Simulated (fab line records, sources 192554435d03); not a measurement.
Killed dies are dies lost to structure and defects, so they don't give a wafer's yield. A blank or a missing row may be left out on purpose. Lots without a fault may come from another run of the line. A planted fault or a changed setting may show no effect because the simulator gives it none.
fab line records | flow n5_finfet
record lots=7 wafers=21
route steps=1938 shown MOL_CONTACT_COAG@523 BEOL_M0_SAQP@636 BEOL_M1@751
start_h: hours from the record's first day to the start of the lot's first wafer shown | wait_h: hours since the lot's step before | " the same as in the row above | L1.1+2: a row that stands for several wafers | - no value, or no start given | * or withheld: withheld | < > ~ a bound
route shown NAME@n: a module of which the file shows steps, and the number in the route of the first | usual: mean/standard deviation of fault-free wafers | same: alike in all rows | chamber/n: place in a boat | sites: the reading at each site | _std_site: their standard deviation | _edge_site: outer sites' mean less inner sites' | radius_mm: how far each site lies from the wafer's centre | mask NAME#n: copy n | behind: the tool/chamber that last shaped the wafer | hold: why the lot was held/for how many hours/how that ended | device: the transistor (n, p or np) that didn't switch | end of line: the same wafers' tests at the end of the route | a step without rows: its recipe alone | killed: dies lost to structure and defects at the first sort, not the wafer's yield | map: a wafer's dies, x killed, . not, _ none there
set.NAME: the setting as run; set.NAME@STEP: as run at that earlier step | model.NAME: the simulator's own value behind a step, which no gauge read
lots whose settings were changed on purpose; a table a step, a row a wafer
## steps
# step N5_MOL_CONTACT_COAG_EXPOSE_05
# recipe mask_id=CA na=0.33 source_shape=annular sigma_inner=0.4 sigma_outer=0.8 polarization=unpolarized defocus_nm=0 dose_mj=38.25
# columns lot.wafer tool chamber start_h wait_h mask set.dose_mj
L074.1+2+3 euv_scanner-01 0 89.36 - CA#0 38.25
L076.1+2 euv_scanner-01 0 98.15 - CA#0 36.85
L076.4 " 0 " " CA#0 38.25
L078.2 euv_scanner-02 0 112.43 - CA#0 38.25
L078.3+6 " 0 " " CA#0 35.52
L082.1 euv_scanner-01 0 137.44 - CA#0 35.71
L082.3+4 " 0 " " CA#0 38.25
L084.2 euv_scanner-02 0 154.77 - CA#0 38.25
L084.3+5 " 0 " " CA#0 39.4
L087.3+4+5 euv_scanner-02 0 170.34 - CA#0 39.5
L095.2+5 euv_scanner-01 0 217.82 - CA#0 38.25
L095.4 " 0 " " CA#0 35.48
# step N5_MOL_CONTACT_COAG_PEB_06
# recipe peb_temp_c=100 peb_time_s=60 resist=CAR-EUV
# step N5_MOL_CONTACT_COAG_DEVELOP_07
# recipe develop_time_s=30 developer=TMAH resist=CAR-EUV rinse_liquid=surfactant_rinse dry=air_spin dev_temp_c=23
# step N5_MOL_CONTACT_COAG_CD_MEAS_08
# recipe target_cd_nm=28 landing_energy_ev=500 detector=se_inlens polarity=opening
# usual cd_nm=28.03/0.25
# columns lot.wafer tool chamber start_h wait_h set.dose_mj@MOL_CONTACT_COAG_EXPOSE_05 cd_nm
L074.1 cd_sem-03 0 89.49 - 38.25 28.05
L074.2 " 0 " " 38.25 28.15
L074.3 " 0 " " 38.25 28.18
L076.1 cd_sem-01 0 98.28 - 36.85 27.36
L076.2 " 0 " " 36.85 26.96
L076.4 " 0 " " 38.25 28.38
L078.2 cd_sem-03 0 112.55 - 38.25 27.90
L078.3 " 0 " " 35.52 25.81
L078.6 " 0 " " 35.52 26.80
L082.1 cd_sem-03 0 137.57 - 35.71 26.16
L082.3 " 0 " " 38.25 28.02
L082.4 " 0 " " 38.25 27.72
L084.2 cd_sem-02 0 154.89 - 38.25 27.79
L084.3 " 0 " " 39.4 29.04
L084.5 " 0 " " 39.4 28.41
L087.3 cd_sem-03 0 170.46 - 39.5 28.89
L087.4 " 0 " " 39.5 28.98
L087.5 " 0 " " 39.5 28.63
L095.2 cd_sem-03 0 217.95 - 38.25 27.61
L095.4 " 0 " " 35.48 26.38
L095.5 " 0 " " 38.25 27.91
# step N5_MOL_CONTACT_COAG_DESCUM_13
# recipe chemistry=O2 time_s=7 source_power_w=50 bias_power_w=20 pressure_mtorr=20 rf_frequency_hz=2.712e+07 temp_c=40 resist=CAR-EUV o2_flow_sccm=225
# step N5_MOL_CONTACT_COAG_ETCH_59
# recipe chemistry=N2/H2 target=underlayer target_depth_a=130 mask_material=CAR-EUV time_s=10.4 ion_energy_ev=200 pressure_mtorr=30 source_w=840 bias_w=150 n2_flow_sccm=200 h2_flow_sccm=200 ends=cleared
# columns lot.wafer tool chamber start_h wait_h set.dose_mj@MOL_CONTACT_COAG_EXPOSE_05 model.MOL_CONTACT_COAG.cd_offset_nm
L074.1 rie_diel-05 2 90.03 0.0 38.25 0.2
L074.2+3 " 3,1 " " 38.25 0
L076.1 rie_diel-05 0 98.44 0.0 36.85 -0.8
L076.2 " 1 " " 36.85 -1
L076.4 " 2 " " 38.25 0
L078.2 rie_diel-03 1 113.12 0.0 38.25 0.2
L078.3 " 0 " " 35.52 -2
L078.6 " 1 " " 35.52 -1.4
L082.1 rie_diel-02 1 137.73 0.0 35.71 -1.6
L082.3 " 2 " " 38.25 0
L082.4 " 3 " " 38.25 -0.2
L084.2 rie_diel-05 3 155.05 0.0 38.25 0
L084.3 " 1 " " 39.4 0.6
L084.5 " 1 " " 39.4 0.4
L087.3+4 rie_diel-03 2,1 170.77 0.0 39.5 0.8
L087.5 " 1 " " 39.5 0.6
L095.2+5 rie_diel-05 3,0 218.10 0.0 38.25 -0.2
L095.4 " 2 " " 35.48 -1.8
# step N5_MOL_CONTACT_COAG_ETCH_105
# recipe chemistry=CF4 target=SiARC target_depth_a=156 mask_material=CAR-EUV time_s=26 ion_energy_ev=80 pressure_mtorr=40 source_w=545 bias_w=36 Ar_flow_sccm=100 cf4_flow_sccm=100 ends=cleared
# columns lot.wafer tool chamber start_h wait_h set.dose_mj@MOL_CONTACT_COAG_EXPOSE_05 model.MOL_CONTACT_COAG.cd_offset_nm
L074.1+2+3 rie_diel-05 2,3,1 90.05 0.0 38.25 0
L076.1+2 rie_diel-05 0,1 98.46 0.0 36.85 -1
L076.4 " 2 " " 38.25 0
L078.2 rie_diel-03 1 113.14 0.0 38.25 0.2
L078.3 " 0 " " 35.52 -2
L078.6 " 1 " " 35.52 -1.2
L082.1 rie_diel-02 1 137.75 0.0 35.71 -1.6
L082.3 " 2 " " 38.25 0
L082.4 " 3 " " 38.25 -0.2
L084.2 rie_diel-05 3 155.07 0.0 38.25 0
L084.3 " 1 " " 39.4 0.6
L084.5 " 1 " " 39.4 0.4
L087.3+5 rie_diel-03 2,1 170.79 0.0 39.5 0.6
L087.4 " 1 " " 39.5 0.8
L095.2+5 rie_diel-05 3,0 218.12 0.0 38.25 -0.2
L095.4 " 2 " " 35.48 -1.6
# step N5_MOL_CONTACT_COAG_ETCH_106
# recipe chemistry=N2/H2 target=SOC target_depth_a=800 overetch_a=160 mask_material=SiARC temp_c=40 time_s=120 ion_energy_ev=200 pressure_mtorr=30 source_w=840 bias_w=150 n2_flow_sccm=200 h2_flow_sccm=200
# columns lot.wafer tool chamber start_h wait_h set.dose_mj@MOL_CONTACT_COAG_EXPOSE_05 model.MOL_CONTACT_COAG.cd_offset_nm
L074.1+3 rie_diel-05 2,1 90.08 0.0 38.25 0
L074.2 " 3 " " 38.25 -0.2
L076.1+2 rie_diel-05 0,1 98.49 0.0 36.85 -1
L076.4 " 2 " " 38.25 0
L078.2 rie_diel-03 1 113.17 0.0 38.25 0.2
L078.3 " 0 " " 35.52 -2
L078.6 " 1 " " 35.52 -1.4
L082.1 rie_diel-02 1 137.78 0.0 35.71 -1.6
L082.3+4 " 2,3 " " 38.25 0
L084.2 rie_diel-05 3 155.10 0.0 38.25 0
L084.3 " 1 " " 39.4 0.8
L084.5 " 1 " " 39.4 0.4
L087.3 rie_diel-03 2 170.82 0.0 39.5 0.4
L087.4+5 " 1 " " 39.5 0.6
L095.2+5 rie_diel-05 3,0 218.15 0.0 38.25 0
L095.4 " 2 " " 35.48 -1.6
# step N5_MOL_CONTACT_COAG_CONTACT_ETCH_14
# recipe chemistry=C4F6/O2 target=SiO2 target_depth_a=275 overetch_a=85 mask_material=SOC pressure_mtorr=30 source_w=370 bias_w=185 Ar_flow_sccm=300 C4F6_flow_sccm=16 O2_flow_sccm=10 time_s=20 ion_energy_ev=259.6
# usual rf_vpp_V=693.1/2.8
# columns lot.wafer tool chamber start_h wait_h set.source_w rf_vpp_V
L074.1 rie_diel-05 2 90.18 0.0 370 691.8
L074.2 " 3 " " 370 695.6
L074.3 " 1 " " 370 695.1
L076.1 rie_diel-05 0 98.59 0.0 370 696.0
L076.2 " 1 " " 370 696.8
L076.4 " 2 " " 370 691.2
L078.2 rie_diel-03 1 113.27 0.0 370 694.3
L078.3 " 0 " " 370 692.0
L078.6 " 1 " " 370 692.6
L082.1 rie_diel-02 1 137.88 0.0 393.8 688.0
L082.3 " 2 " " 393.8 684.9
L082.4 " 3 " " 370 691.8
L084.2 rie_diel-05 3 155.20 0.0 321.3 723.1
L084.3 " 1 " " 370 695.4
L084.5 " 1 " " 370 694.9
L087.3 rie_diel-03 2 170.92 0.0 370 690.9
L087.4 " 1 " " 306.4 732.0
L087.5 " 1 " " 370 691.7
L095.2 rie_diel-05 3 218.25 0.0 388.4 682.0
L095.4 " 2 " " 370 691.7
L095.5 " 0 " " 370 694.6
# step N5_MOL_CONTACT_COAG_STRIP_109
# recipe chemistry=C4F6/O2 resist=SiARC rf_frequency_hz=6e+07
# step N5_MOL_CONTACT_COAG_ETCH_15
# recipe chemistry=CH3F/O2 target=SiNx target_depth_a=70 mask_material=SOC stop_on=Si:P over_etch_frac=0.75 ion_energy_ev=120 pressure_mtorr=30 source_w=395 bias_w=73 Ar_flow_sccm=150 CH3F_flow_sccm=30 O2_flow_sccm=20
# step N5_MOL_CONTACT_COAG_ETCH_110
# recipe chemistry=CF4/O2 target=Si target_depth_a=25 time_s=8 pressure_mtorr=100 source_w=200 bias_w=12 ion_energy_ev=60 Ar_flow_sccm=100 cf4_flow_sccm=100 O2_flow_sccm=10
# step N5_MOL_CONTACT_COAG_STRIP_98
# recipe chemistry=N2/H2 power_w=500 temp_c=40 pressure_mtorr=50 rf_frequency_hz=6e+07 overash_fraction=0.3 bias_power_w=8 h2_frac=0.5 n2_flow_sccm=300 h2_flow_sccm=300
# step N5_MOL_CONTACT_COAG_CD_MEAS_99
# recipe target_cd_nm=17.2 polarity=opening
# usual cd_nm=17.1/0.35
# columns lot.wafer tool chamber start_h wait_h set.dose_mj@MOL_CONTACT_COAG_EXPOSE_05 cd_nm
L074.1 cd_sem-03 - 90.39 - 38.25 17.2
L074.2 " - " " 38.25 17.7
L074.3 " - " " 38.25 17.3
L076.1 cd_sem-01 - 98.80 - 36.85 16.7
L076.2 " - " " 36.85 15.8
L076.4 " - " " 38.25 17.1
L078.2 cd_sem-01 - 113.48 - 38.25 16.9
L078.3 " - " " 35.52 15.2
L078.6 " - " " 35.52 15.5
L082.1 cd_sem-03 - 138.09 - 35.71 15.4
L082.3 " - " " 38.25 17.3
L082.4 " - " " 38.25 17.2
L084.2 cd_sem-02 - 155.41 - 38.25 17.4
L084.3 " - " " 39.4 17.4
L084.5 " - " " 39.4 17.4
L087.3 cd_sem-02 - 171.13 - 39.5 17.6
L087.4 " - " " 39.5 17.9
L087.5 " - " " 39.5 17.4
L095.2 cd_sem-03 - 218.47 - 38.25 17.2
L095.4 " - " " 35.48 15.3
L095.5 " - " " 38.25 17.0
# step N5_MOL_CONTACT_COAG_CVD_140
# recipe material=W target_thk_a=665 mode=selective_fill temp_c=300 time_s=215
# columns lot.wafer tool chamber start_h wait_h set.target_thk_a model.W_of_MOL_CONTACT_COAG_CVD_140.thk_nm
L074.1+2+3 cvd_w-02 0,1,0 104.44 0.1 665 66.8
L076.1 cvd_w-01 0 113.19 0.1 731.9 73.8
L076.2 " 1 " " 665 68
L076.4 " 0 " " 665 67.2
L078.2 cvd_w-01 1 127.29 0.1 665 67.8
L078.3 " 1 " " 665 66.6
L078.6 " 1 " " 665 67
L082.1 cvd_w-01 1 148.79 0.1 665 67.4
L082.3 " 1 " " 709.8 72.4
L082.4 " 0 " " 709.8 70.8
L084.2 cvd_w-02 0 166.86 0.1 615.9 62.4
L084.3 " 1 " " 615.9 61.8
L084.5 " 1 " " 665 66
L087.3 cvd_w-02 0 186.85 0.1 665 67.2
L087.4 " 1 " " 630.9 62.4
L087.5 " 0 " " 665 66.6
L095.2 cvd_w-01 1 238.93 0.1 749.2 75.2
L095.4 " 0 " " 665 65.4
L095.5 " 0 " " 665 66.2
# step N5_BEOL_M0_SAQP_PECVD_96
# recipe material=a-Si target_thk_a=450 temp_c=350 precursor=SiH4/He pressure_torr=3 rf_w=100 time_s=45.2
# columns lot.wafer tool chamber start_h wait_h set.time_s model.a-Si_of_BEOL_M0_SAQP_PECVD_96.thk_nm
L074.1+2 pecvd-04 0,1 109.75 0.0 45.2 44.4
L074.3 " 2 " " 45.2 44
L076.1 pecvd-04 1 120.56 0.0 45.2 43.6
L076.2 " 0 " " 45.2 44.4
L076.4 " 1 " " 42.52 42
L078.2 pecvd-04 0 131.90 0.0 45.2 44.8
L078.3 " 2 " " 45.2 44.6
L078.6 " 2 " " 45.2 45.6
L082.1 pecvd-02 0 153.35 0.0 45.2 44.4
L082.3 " 2 " " 45.2 44.6
L082.4 " 0 " " 45.2 45
L084.2 pecvd-04 1 171.60 0.0 45.2 44.2
L084.3+5 " 2,1 " " 45.2 44.8
L087.3 pecvd-02 2 193.11 0.0 45.2 44.8
L087.4 " 0 " " 45.2 45
L087.5 " 2 " " 45.2 45.2
L095.2 pecvd-04 1 244.05 0.0 42.61 40.6
L095.4 " 0 " " 42.61 41.4
L095.5 " 1 " " 45.2 44.4
# step N5_BEOL_M0_SAQP_COAT_82
# recipe resist=SiARC temp_c=220 time_s=60 spin_rpm=1500 resist_thk_nm=30
# columns lot.wafer tool chamber start_h wait_h set.time_s
L074.1+2+3 litho_track-05 0 - - 60
L076.1+2+4 litho_track-01 0 - - 52.57
L078.2+3+6 litho_track-01 0 - - 60
L082.1+3+4 litho_track-03 0 - - 60
L084.2+3 litho_track-01 0 - - 60
L084.5 " 0 " " 55.96
L087.3+4+5 litho_track-01 0 - - 60
L095.2+4+5 litho_track-01 0 - - 60
# step N5_BEOL_M0_SAQP_COAT_08
# recipe resist=CAR-ArF spin_rpm=1500 resist_thk_nm=90
# step N5_BEOL_M0_SAQP_EBR_10
# recipe solvent=PGMEA ebr_width_mm=1.5
# step N5_BEOL_M0_SAQP_ETCH_101
# recipe chemistry=CH3F/O2 target=SiNx mask_material=SiO2 target_depth_a=299 time_s=42.7 pressure_mtorr=30 source_w=395 bias_w=73 Ar_flow_sccm=150 CH3F_flow_sccm=30 O2_flow_sccm=20 ion_energy_ev=120
# step N5_BEOL_M0_SAQP_ETCH_102
# recipe chemistry=CF4 target=SiO2 target_depth_a=40 ion_energy_ev=350 time_s=4.4 pressure_mtorr=10 icp_w=800 bias_w=400 cf4_flow_sccm=80
# step N5_BEOL_M0_SAQP_MANDREL_ETCH_103
# recipe chemistry=HBr/Cl2 target=a-Si target_depth_a=450 bt_time_s=10 stop_on=SiCN mask_material=SiO2 over_etch_frac=0.8 time_s=27 pressure_mtorr=10 icp_w=800 bias_w=75 HBr_flow_sccm=150 Cl2_flow_sccm=80 ends=end_point
# columns lot.wafer tool chamber start_h wait_h set.time_s@BEOL_M0_SAQP_PECVD_96 model.etch.depth_nm
L074.1 rie_si-06 2 112.31 0.0 45.2 44.43
L074.2 " 1 " " 45.2 44.32
L074.3 " 3 " " 45.2 44.06
L076.1 rie_si-06 3 123.23 0.0 45.2 43.69
L076.2 " 2 " " 45.2 44.49
L076.4 " 1 " " 42.52 42
L078.2 rie_si-06 0 134.49 0.0 45.2 44.74
L078.3 " 3 " " 45.2 44.65
L078.6 " 3 " " 45.2 45.6
L082.1 rie_si-06 0 157.51 0.0 45.2 44.48
L082.3 " 1 " " 45.2 44.54
L082.4 " 3 " " 45.2 45.02
L084.2 rie_si-06 0 174.29 0.0 45.2 44.16
L084.3+5 " 3,2 " " 45.2 44.79
L087.3 rie_si-05 3 195.71 0.0 45.2 44.75
L087.4 " 2 " " 45.2 45.06
L087.5 " 0 " " 45.2 45.25
L095.2 rie_si-02 2 246.61 0.0 42.61 40.69
L095.4 " 3 " " 42.61 41.46
L095.5 " 0 " " 45.2 44.4
# step N5_BEOL_M0_SAQP_RECESS_104
# recipe chemistry=HF/NH3 target=SiO2 target_depth_a=180 afs_cycles=3 temp_c=30 sublimation_temp_c=180 sublimation_time_s=60
# step N5_BEOL_M0_SAQP_COAT_105
# recipe resist=SOC temp_c=250 time_s=60 spin_rpm=1500 resist_thk_nm=100
# step N5_BEOL_M0_SAQP_RECESS_109
# recipe chemistry=HF/NH3 target=SiO2 target_depth_a=30 afs_cycles=1 temp_c=30 sublimation_temp_c=180 sublimation_time_s=60
# step N5_BEOL_M0_SAQP_SPACER2_ALD_26
# recipe material=SiO2 target_thk_a=150 temp_c=300 ald_precursor_family=BDEAS ald_co_reactant=O2-plasma pulse_time_s=1 purge_time_s=2 co_reactant_purge_time_s=2 pressure_torr=2
# step N5_BEOL_M0_SAQP_SPACER2_ETCHBACK_27
# recipe chemistry=CHF3/O2 mode=anisotropic_etchback target=SiO2 target_depth_a=225 time_s=11.25 pressure_mtorr=30 source_w=650 bias_w=170 Ar_flow_sccm=200 CHF3_flow_sccm=50 O2_flow_sccm=5 ion_energy_ev=200
# columns lot.wafer tool chamber start_h wait_h set.time_s@BEOL_M0_SAQP_PECVD_96 model.a-Si_of_BEOL_M0_SAQP_PECVD_96.thk_nm
L074.1+2 rie_diel-04 3,2 114.52 0.3 45.2 42.2
L074.3 " 0 " " 45.2 41.8
L076.1 rie_diel-04 1 126.16 0.3 45.2 41.4
L076.2 " 2 " " 45.2 42.4
L076.4 " 0 " " 42.52 39.8
L078.2 rie_diel-04 2 135.98 0.3 45.2 42.6
L078.3 " 1 " " 45.2 42.4
L078.6 " 1 " " 45.2 43.4
L082.1+3 rie_diel-04 2,0 159.24 0.3 45.2 42.4
L082.4 " 3 " " 45.2 42.8
L084.2 rie_diel-06 0 175.94 0.5 45.2 42
L084.3+5 " 1,0 " " 45.2 42.6
L087.3 rie_diel-06 3 197.10 0.3 45.2 42.6
L087.4 " 1 " " 45.2 42.8
L087.5 " 1 " " 45.2 43
L095.2 rie_diel-06 0 248.45 0.3 42.61 38.6
L095.4 " 0 " " 42.61 39.4
L095.5 " 1 " " 45.2 42.2
# step N5_BEOL_M1_ILD_DEP_00
# recipe material=SiOC target_thk_a=790 temp_c=350 precursor=DEMS/O2 pressure_torr=5 rf_w=500 time_s=15.3
# columns lot.wafer tool chamber start_h wait_h set.time_s model.SiOC_of_BEOL_M1_ILD_DEP_00.thk_nm
L074.1+3 pecvd-03 1,0 123.54 0.0 15.3 78
L074.2 " 2 " " 15.3 77.8
L076.1 pecvd-01 2 136.56 0.0 15.3 77.8
L076.2 " 1 " " 16.75 86.2
L076.4 " 1 " " 15.3 79.4
L078.2 pecvd-04 0 144.67 0.0 16.07 82
L078.3 " 2 " " 16.07 83
L078.6 " 2 " " 15.3 79.4
L082.1 pecvd-01 1 167.47 0.0 15.3 78.8
L082.3 " 2 " " 15.3 79
L082.4 " 0 " " 15.3 80.8
L084.2 pecvd-04 0 185.49 0.0 15.3 78.6
L084.3 " 2 " " 15.3 79
L084.5 " 0 " " 15.3 80.2
L087.3 pecvd-01 2 207.22 0.0 15.3 79.4
L087.4 " 1 " " 14.5 76.4
L087.5 " 2 " " 15.3 80
L095.2 pecvd-03 0 260.86 0.0 13.11 68.2
L095.4 " 1 " " 13.11 68.6
L095.5 " 2 " " 15.3 79.4
# step N5_BEOL_M1_THK_MEAS_01
# recipe reads=SiOC_of_BEOL_M1_ILD_DEP_00
# usual M1_ILD_THK=79.4/1.2
# columns lot.wafer tool chamber start_h wait_h set.time_s@BEOL_M1_ILD_DEP_00 M1_ILD_THK[nm]
L074.1 film_metro-01 - 123.61 0.0 15.3 78.1
L074.2 " - " " 15.3 77.8
L074.3 " - " " 15.3 78.1
L076.1 film_metro-02 - 136.64 0.1 15.3 77.9
L076.2 " - " " 16.75 86.2
L076.4 " - " " 15.3 79.5
L078.2 film_metro-01 - 144.74 0.1 16.07 82.0
L078.3 " - " " 16.07 83.0
L078.6 " - " " 15.3 79.5
L082.1 film_metro-01 - 167.54 0.0 15.3 78.8
L082.3 " - " " 15.3 79.1
L082.4 " - " " 15.3 80.8
L084.2 film_metro-02 - 185.56 0.1 15.3 78.6
L084.3 " - " " 15.3 79.1
L084.5 " - " " 15.3 80.2
L087.3 film_metro-01 - 207.29 0.1 15.3 79.4
L087.4 " - " " 14.5 76.5
L087.5 " - " " 15.3 80.1
L095.2 film_metro-02 - 260.92 0.1 13.11 68.3
L095.4 " - " " 13.11 68.7
L095.5 " - " " 15.3 79.3
# step N5_BEOL_M1_PECVD_72
# recipe material=SiO2 target_thk_a=160 temp_c=400 precursor=TEOS/O2 pressure_torr=5.5 rf_w=450 teos_flow_sccm=53.8 gas=O2 flow_sccm=3000 time_s=18
# columns lot.wafer tool chamber start_h wait_h set.time_s model.SiO2_of_BEOL_M1_PECVD_72.thk_nm
L074.1 pecvd-04 2 123.64 0.0 18 15.6
L074.2+3 " 0,1 " " 18 15.8
L076.1+2 pecvd-04 0,2 136.68 0.0 18 15.8
L076.4 " 1 " " 18 16.2
L078.2 pecvd-03 1 144.78 0.0 18 16.2
L078.3 " 2 " " 18 15.6
L078.6 " 1 " " 18 16.4
L082.1 pecvd-04 0 167.58 0.0 18 15.8
L082.3 " 1 " " 18 16
L082.4 " 0 " " 20.15 18
L084.2 pecvd-01 1 185.60 0.0 18 15.6
L084.3 " 2 " " 18 16.4
L084.5 " 1 " " 18 16.2
L087.3 pecvd-04 1 207.34 0.1 18 16.4
L087.4 " 0 " " 18 15.8
L087.5 " 0 " " 16.53 15
L095.2 pecvd-01 1 260.96 0.0 19.79 17.4
L095.4 " 1 " " 19.79 17.6
L095.5 " 2 " " 19.79 18
## key
split step=N5_MOL_CONTACT_COAG_EXPOSE_05 setting=dose_mj stated=38.25 by=wafer
response step=N5_MOL_CONTACT_COAG_CD_MEAS_08 reading=cd_nm change=+0.235 per=1% r=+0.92
response step=N5_MOL_CONTACT_COAG_ETCH_59 reading=model.MOL_CONTACT_COAG.cd_offset_nm change=+0.235 per=1% r=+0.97
response step=N5_MOL_CONTACT_COAG_ETCH_105 reading=model.MOL_CONTACT_COAG.cd_offset_nm change=+0.224 per=1% r=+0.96
response step=N5_MOL_CONTACT_COAG_ETCH_106 reading=model.MOL_CONTACT_COAG.cd_offset_nm change=+0.243 per=1% r=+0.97
response step=N5_MOL_CONTACT_COAG_CD_MEAS_99 reading=cd_nm change=+0.232 per=1% r=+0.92
split step=N5_MOL_CONTACT_COAG_CONTACT_ETCH_14 setting=source_w stated=370 by=wafer
response step=N5_MOL_CONTACT_COAG_CONTACT_ETCH_14 reading=rf_vpp_V change=-2.16 per=1% r=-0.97
split step=N5_MOL_CONTACT_COAG_CVD_140 setting=target_thk_a stated=665 by=wafer
response step=N5_MOL_CONTACT_COAG_CVD_140 reading=model.W_of_MOL_CONTACT_COAG_CVD_140.thk_nm change=+0.675 per=1% r=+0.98
split step=N5_BEOL_M0_SAQP_PECVD_96 setting=time_s stated=45.2 by=wafer
response step=N5_BEOL_M0_SAQP_PECVD_96 reading=model.a-Si_of_BEOL_M0_SAQP_PECVD_96.thk_nm change=+0.461 per=1% r=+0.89
response step=N5_BEOL_M0_SAQP_MANDREL_ETCH_103 reading=model.etch.depth_nm change=+0.463 per=1% r=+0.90
response step=N5_BEOL_M0_SAQP_SPACER2_ETCHBACK_27 reading=model.a-Si_of_BEOL_M0_SAQP_PECVD_96.thk_nm change=+0.453 per=1% r=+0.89
split step=N5_BEOL_M0_SAQP_COAT_82 setting=time_s stated=60 by=wafer
response none clear
split step=N5_BEOL_M1_ILD_DEP_00 setting=time_s stated=15.3 by=wafer
response step=N5_BEOL_M1_ILD_DEP_00 reading=model.SiOC_of_BEOL_M1_ILD_DEP_00.thk_nm change=+0.755 per=1% r=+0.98
response step=N5_BEOL_M1_THK_MEAS_01 reading=M1_ILD_THK change=+0.748 per=1% r=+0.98
split step=N5_BEOL_M1_PECVD_72 setting=time_s stated=18 by=wafer
response step=N5_BEOL_M1_PECVD_72 reading=model.SiO2_of_BEOL_M1_PECVD_72.thk_nm change=+0.163 per=1% r=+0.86
